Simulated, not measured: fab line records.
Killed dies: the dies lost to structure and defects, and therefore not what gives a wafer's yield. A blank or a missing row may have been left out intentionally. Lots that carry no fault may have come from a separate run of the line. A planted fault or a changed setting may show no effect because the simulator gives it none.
Matching of chambers + flow nandHarc + 4 sister chambers for NHARC_A_CHANNEL_HOLE_D2_ETCH_44 on rieDiel-13
The step etches the open film in CF4/O2, target depth 140 nm, overetch 14 nm, time 77 s. 4 wafers are shown with their chamber, then 8 later ones without.

## EACH WAFER AND ITS CHAMBER
| wafer  | chamber | drypumpMotorCurrentA (A) |
|--------|---------|--------------------------|
| L682.2 | 0       | 6.2                      |
| L683.2 | 3       | 6.5                      |
| L683.3 | 1       | 6.2                      |
| L685.1 | 2       | 5.5                      |

## WAFERS WITH NO CHAMBER GIVEN
| wafer  | drypumpMotorCurrentA (A) |
|--------|--------------------------|
| L685.3 | 6.2                      |
| L685.4 | 6.5                      |
| L686.2 | 6.2                      |
| L686.4 | 5.6                      |
| L686.5 | 6.3                      |
| L688.1 | 6.3                      |
| L688.3 | 5.5                      |
| L688.5 | 5.5                      |

## WHICH CHAMBER EACH WENT THROUGH
| wafer  | from the rows above          | in truth |
|--------|------------------------------|----------|
| L685.3 | can't be placed: 0 or 1      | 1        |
| L685.4 | 3                            | 3        |
| L686.2 | can't be placed: 0 or 1      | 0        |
| L686.4 | 2                            | 2        |
| L686.5 | can't be placed: 0 or 1 or 3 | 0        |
| L688.1 | can't be placed: 0 or 1 or 3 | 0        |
| L688.3 | 2                            | 2        |
| L688.5 | 2                            | 2        |
Correctly placed: 4 of 8. These rows do not allow placing 4 (true chamber among the candidates in 4). Number placed wrongly: 0.
How it was worked out, from the rows above alone: a wafer's distance from a chamber is the root of the sum, over the readings, of the square of ((its reading less the chamber's mean) divided by the reading's scatter). If the next closest chamber is less than 2 further off than the closest, the wafer can't be placed; otherwise it belongs to the closest. The mean given for a chamber averages the wafers shown for that chamber. The scatter (one wafer shown for each chamber): square how far every hidden wafer sits from the nearest shown wafer, average those squares and take the square root.
